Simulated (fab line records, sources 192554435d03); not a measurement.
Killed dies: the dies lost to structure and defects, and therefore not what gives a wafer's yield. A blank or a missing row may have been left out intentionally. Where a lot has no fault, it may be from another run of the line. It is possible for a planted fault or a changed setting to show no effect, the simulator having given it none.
8D (eight disciplines) problem report, filled in by code ; flow n5Finfet ; the parts of the form that need people (team, actions taken, sign-off) are left out

## 1. WHAT IS WRONG
Mean of killed_at_M0_to_M3 at N5_PASSIVATION_PROBE_49: 137 across 3 wafers in 2 lots; on wafers with no fault it is 36 (standard deviation 10). That is +10 standard deviations from the usual mean.
The first sign was on wafer L249.1 at day 13 17:13, on prober-01. The record has a number at this step for 3 wafers belonging to 2 lots. The rule behind "out" and "out of limits": a value lying over 4 standard deviations away from the usual mean. The rest of the wafers with a number are treated as sound.

## 2. WHAT IT IS; WHAT IT IS NOT
question;is;is not
which readings at this step;killed_at_M0_to_M3, defectLimitedYield, killedDies, sort_bin_5_function, sortNPass, sortYieldPct;killed_at_M4_up, killedAtContacts, killedAtFrontEnd, killedAtOther, killedOpen, killedShort
which lots;L249, L251;-
which wafers of those lots;all that have a number;-
read on which tools;prober-01;-
when;from day 13 17:13;up to then (0 sound wafers)

## 3. WHAT RULES OUT EACH SUSPECT
Counting: any tool at a process step up to the reading is kept as a suspect provided that every lot that is out went through it and no sound lot did after the first of them.
- rieDiel-04 at N5_BEOL_M3_TRENCH_ETCH_37 (etches SiOC in C4F6/O2, target depth 55.555 nm, time 29.2 s): kept. It ran every lot that is out, first L249 (day 9 11:18), and no sound lot after that.
- prober-01 at N5_PASSIVATION_PROBE_49: kept. It ran every lot that is out, first L249 (day 13 17:13), and no sound lot after that. Its own readings are out on those wafers: defectLimitedYield, killed_at_M0_to_M3, killedDies, sort_bin_5_function, sortNPass, sortYieldPct.
Left after counting: rieDiel-04 at N5_BEOL_M3_TRENCH_ETCH_37, prober-01 at N5_PASSIVATION_PROBE_49.

## 4. THE CAUSE (what the simulator had put in)
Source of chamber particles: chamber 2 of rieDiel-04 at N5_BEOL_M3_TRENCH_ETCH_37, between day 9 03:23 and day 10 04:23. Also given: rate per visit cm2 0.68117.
After counting, 2 suspects remain, this tool included.

## 5. THE CHAIN OF EFFECTS, in route order
Each row: a reading whose mean over the struck wafers that have a number lies more than 3 standard deviations from the usual. Readings are gone through only where the record gives a usual standard deviation; hours: the median, over the lots, of the time from a lot's start at the first step in this table giving one to that lot's start at this step; sigmas: the change measured in usual standard deviations.
hours;step;reading;usual;on struck wafers;change;sigmas
0;N5_PASSIVATION_PROBE_49;defectLimitedYield;91.2 %;82.4;-8.8;-6.3
0;N5_PASSIVATION_PROBE_49;killed_at_M0_to_M3;36;137;+101;+10
0;N5_PASSIVATION_PROBE_49;killedDies;104;208;+104;+6.1
0;N5_PASSIVATION_PROBE_49;sort_bin_5_function;5.2 %;11.5;+6.3;+6.4
0;N5_PASSIVATION_PROBE_49;sortNPass;1076;972;-104;-6.1
0;N5_PASSIVATION_PROBE_49;sortYieldPct;91.2 %;82.4;-8.8;-6.3
It contains these process steps:
- N5_PASSIVATION_PROBE_49

## 6. HOW IT WOULD HAVE BEEN CAUGHT EARLIER
110 hours passed between the start of the fault at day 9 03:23 and the first reading out of limits in this record, taken at day 13 17:13.
No tool reading at N5_BEOL_M3_TRENCH_ETCH_37 that has a usual standard deviation in the record was out on any struck wafer, so an alarm limit of 4 standard deviations on those readings would not have fired.
By day 13 17:13, every lot that is out (2) had started N5_BEOL_M3_TRENCH_ETCH_37 on rieDiel-04. None of them would have been spared by holding the tool at that moment.
